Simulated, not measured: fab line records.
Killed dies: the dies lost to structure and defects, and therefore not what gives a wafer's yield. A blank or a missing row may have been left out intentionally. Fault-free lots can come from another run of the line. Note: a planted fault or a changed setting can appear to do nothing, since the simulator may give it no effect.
Which of the tools did it?    flow nand_harc    14 lots with 42 wafers sampled at 5 steps, on a route of 1302 steps

== WHAT THE GAUGES SHOWED, per wafer ==
NHARC_A_ONON_D1_THK_MEAS_11: measures by ellipsometry.
lot   measured      on             thk_nm (nm)
L818  day 7 17:50   film_metro-01  995 995 996
L819  day 7 23:49   film_metro-01  1018 1020 1020
L820  day 8 12:49   film_metro-01  995 996 995
L821  day 9 08:31   film_metro-01  987 988 989
L822  day 9 08:32   film_metro-02  998 998 1000
L831  day 13 07:46  film_metro-02  992 993 993
L833  day 14 01:15  film_metro-02  1001 1000 1001
L832  day 14 01:16  film_metro-01  992 993 993
L834  day 14 21:37  film_metro-01  1027 1026 1026
L836  day 15 13:23  film_metro-02  988 989 987
L837  day 15 13:23  film_metro-02  991 988 991
L838  day 16 05:57  film_metro-02  1006 1006 1006
L839  day 16 18:03  film_metro-01  998 999 998
L841  day 17 15:30  film_metro-01  1004 1003 1004

NHARC_A_ONON_D1_THK_MEAS_30: measures by ellipsometry.
lot   measured      on             thk_nm (nm)
L818  day 8 04:26   film_metro-02  1008 1012 1009
L819  day 8 10:43   film_metro-02  1007 1005 1007
L820  day 9 00:50   film_metro-01  998 996 997
L821  day 9 19:11   film_metro-01  998 998 1000
L822  day 9 19:11   film_metro-02  981 981 983
L831  day 13 18:40  film_metro-01  1573 1576 1574
L833  day 14 13:03  film_metro-02  1009 1010 1010
L832  day 14 13:01  film_metro-02  1578 1580 1579
L834  day 15 09:28  film_metro-02  1000 1000 999
L836  day 16 02:16  film_metro-01  997 995 995
L837  day 16 02:19  film_metro-01  998 1001 1002
L838  day 16 18:34  film_metro-01  1009 1010 1009
L839  day 17 04:32  film_metro-02  1015 1016 1014
L841  day 18 04:09  film_metro-01  990 992 991

NHARC_END_SORT_01.
lot   measured      on         killed_at_array  killed_at_other  killed_at_periphery  killed_dies  killed_open  killed_short
L831  day 29 07:48  prober-01  667 665 670      4 0 0            6 12 7               677 677 677  1 5 7        3 2 0
L832  day 29 21:17  prober-01  671 673 668      1 1 2            5 3 7                677 677 677  3 3 4        3 1 1

== TOOL THAT RAN EACH LOT (tool first, then ch and the chambers of the sampled wafers, then the start) ==
lot   NHARC_A_ONON_D1_DEP_28            NHARC_A_ONON_D1_DEP_33
L818  pecvd_onon-03 ch 0, day 8 04:02   pecvd-02 ch 1,2, day 8 04:29
L819  pecvd_onon-01 ch 0, day 8 10:12   pecvd-04 ch 0,2, day 8 10:49
L820  pecvd_onon-03 ch 0, day 9 00:23   pecvd-01 ch 1,2, day 9 01:37
L821  pecvd_onon-03 ch 0, day 9 18:40   pecvd-02 ch 0,1,2, day 9 19:20
L822  pecvd_onon-04 ch 0, day 9 18:40   pecvd-04 ch 1,2, day 9 19:14
L831  pecvd_onon-01 ch 0, day 13 18:13  pecvd-02 ch 0,1, day 13 18:43
L833  pecvd_onon-03 ch 0, day 14 12:39  pecvd-04 ch 0,1,2, day 14 13:06
L832  pecvd_onon-01 ch 0, day 14 12:34  pecvd-02 ch 1, day 14 13:09
L834  pecvd_onon-03 ch 0, day 15 08:58  pecvd-01 ch 0,1,2, day 15 09:34
L836  pecvd_onon-03 ch 0, day 16 01:49  pecvd-02 ch 0,1,2, day 16 02:20
L837  pecvd_onon-04 ch 0, day 16 01:46  pecvd-04 ch 0,1,2, day 16 02:25
L838  pecvd_onon-04 ch 0, day 16 18:08  pecvd-01 ch 0,1,2, day 16 18:38
L839  pecvd_onon-01 ch 0, day 17 04:09  pecvd-02 ch 0,2, day 17 04:38
L841  pecvd_onon-01 ch 0, day 18 03:46  pecvd-04 ch 1,2, day 18 04:18
- NHARC_A_ONON_D1_DEP_28: target thk 1000 nm.
- NHARC_A_ONON_D1_DEP_33: deposits SiO2, target thk 200 nm.

== AS READ BY THE TOOLS THEMSELVES (means over the sampled wafers that have a number; for cases with no such wafer, the mark the record gives instead) ==
NHARC_A_ONON_D1_DEP_28.
lot   tool           susceptor_temp_C (C)
L818  pecvd_onon-03  399.47
L819  pecvd_onon-01  399.97
L820  pecvd_onon-03  399.90
L821  pecvd_onon-03  400.05
L822  pecvd_onon-04  400.05
L831  pecvd_onon-01  399.91
L833  pecvd_onon-03  400.08
L832  pecvd_onon-01  400.03
L834  pecvd_onon-03  400.24
L836  pecvd_onon-03  399.89
L837  pecvd_onon-04  399.95
L838  pecvd_onon-04  400.15
L839  pecvd_onon-01  399.88
L841  pecvd_onon-01  399.83

NHARC_A_ONON_D1_DEP_33.
lot   tool      heater_power_w (W)  rf_fwd_power_W (W)  susceptor_temp_C (C)  throttle_valve_pct (%)
L818  pecvd-02  487                 897.1               400.12                15.9
L819  pecvd-04  481                 899.7               399.86                15.7
L820  pecvd-01  558                 901.4               399.82                16.3
L821  pecvd-02  509                 899.1               400.14                16.1
L822  pecvd-04  468                 898.1               399.67                15.8
L831  pecvd-02  431                 895.5               400.09                15.8
L833  pecvd-04  520                 898.6               400.19                15.6
L832  pecvd-02  448                 893.5               399.79                15.5
L834  pecvd-01  572                 899.3               399.96                16.1
L836  pecvd-02  435                 896.9               399.90                16.2
L837  pecvd-04  542                 896.6               399.90                15.6
L838  pecvd-01  565                 895.6               400.01                16.3
L839  pecvd-02  501                 895.4               399.84                16.6
L841  pecvd-04  529                 897.0               400.11                15.9

== THE ANSWER, worked out from the rows above alone ==
Rule: usual is defined by the lots themselves. Put in order of their means at a reading, lots are off if they are a third of the lots or fewer, leave a main group of 4 or more, and stand apart from it by a gap of 3 or more times the standard deviation of the main group's means; of several such gaps the widest counts. The tables above print the reading to a certain number of digits; a main group whose means all agree to those digits is not used. Also off: a lot with no number at a reading for which 4 or more lots have one. Any other lot the step has rows for is counted as sound. The gauges are gone through in route order, then the tools' own readings, and for those a lot's mean is taken as printed above. At the first step where some lot is off, the reading lying furthest off is the one used; lots without a number count as furthest.
Off: L831, L832, at NHARC_A_ONON_D1_THK_MEAS_30 (thk_nm). The main group has a mean of 1001 nm with a standard deviation of 9.
If a tool, at a process step before that reading, ran all the lots that are off and no sound lot after the first of them, it fits. The gauges at NHARC_A_ONON_D1_THK_MEAS_30 are tried like those tools. No candidate that was tried fits.

== WHAT THE SIMULATOR HAD INSERTED ==
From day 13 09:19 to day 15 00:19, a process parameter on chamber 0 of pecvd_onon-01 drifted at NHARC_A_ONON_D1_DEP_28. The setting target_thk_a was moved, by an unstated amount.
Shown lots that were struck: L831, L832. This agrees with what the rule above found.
